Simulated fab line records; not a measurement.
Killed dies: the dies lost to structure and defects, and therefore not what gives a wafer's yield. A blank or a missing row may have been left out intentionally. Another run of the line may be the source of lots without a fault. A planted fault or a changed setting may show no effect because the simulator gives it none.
Which tool was responsible? / flow n5_finfet / at 1 step of a route of 1938, 12 lots with 36 wafers sampled

WHAT THE GAUGES READ, wafer by wafer
N5_START_INSPECT_01: inspects for defects (unpatterned scan).
lot=L075; measured=day 1 18:02; on=defect_inspect-01; raw_defect_count=6 8 6
lot=L077; measured=day 2 06:02; on=defect_inspect-01; raw_defect_count=3 5 8
lot=L079; measured=day 2 18:02; on=defect_inspect-02; raw_defect_count=2 5 6
lot=L081; measured=day 3 06:02; on=defect_inspect-02; raw_defect_count=1 3 6
lot=L083; measured=day 3 18:02; on=defect_inspect-02; raw_defect_count=6 6 3
lot=L085; measured=day 4 06:02; on=defect_inspect-02; raw_defect_count=5 4 4
lot=L087; measured=day 4 18:02; on=defect_inspect-02; raw_defect_count=3 6 11
lot=L089; measured=day 5 06:02; on=defect_inspect-02; raw_defect_count=1 6 6
lot=L091; measured=day 5 18:02; on=defect_inspect-01; raw_defect_count=8 9 5
lot=L093; measured=day 6 06:02; on=defect_inspect-02; raw_defect_count=7 2 2
lot=L095; measured=day 6 18:02; on=defect_inspect-02; raw_defect_count=10 7 6
lot=L097; measured=day 7 06:02; on=defect_inspect-01; raw_defect_count=6 6 6

TOOL THAT RAN EACH LOT (tool first, then ch and the chambers of the sampled wafers, then the start)
Record: no process step prior to these readings.

THE ANSWER, worked out from the rows above alone
Rule: the usual values come from the lots themselves. Put in order of their means at a reading, lots are off if they are a third of the lots or fewer, leave a main group of 4 or more, and stand apart from it by a gap of 3 or more times the standard deviation of the main group's means; of several such gaps the widest counts. The tables above print the reading to a certain number of digits; a main group whose means all agree to those digits is not used. A lot without any number at a reading at which 4 lots or more have one is off too. All remaining lots with rows at the step are treated as sound.
Across all readings shown, no lot is off: no conclusion can be drawn from this.

WHAT THE SIMULATOR HAD PUT IN
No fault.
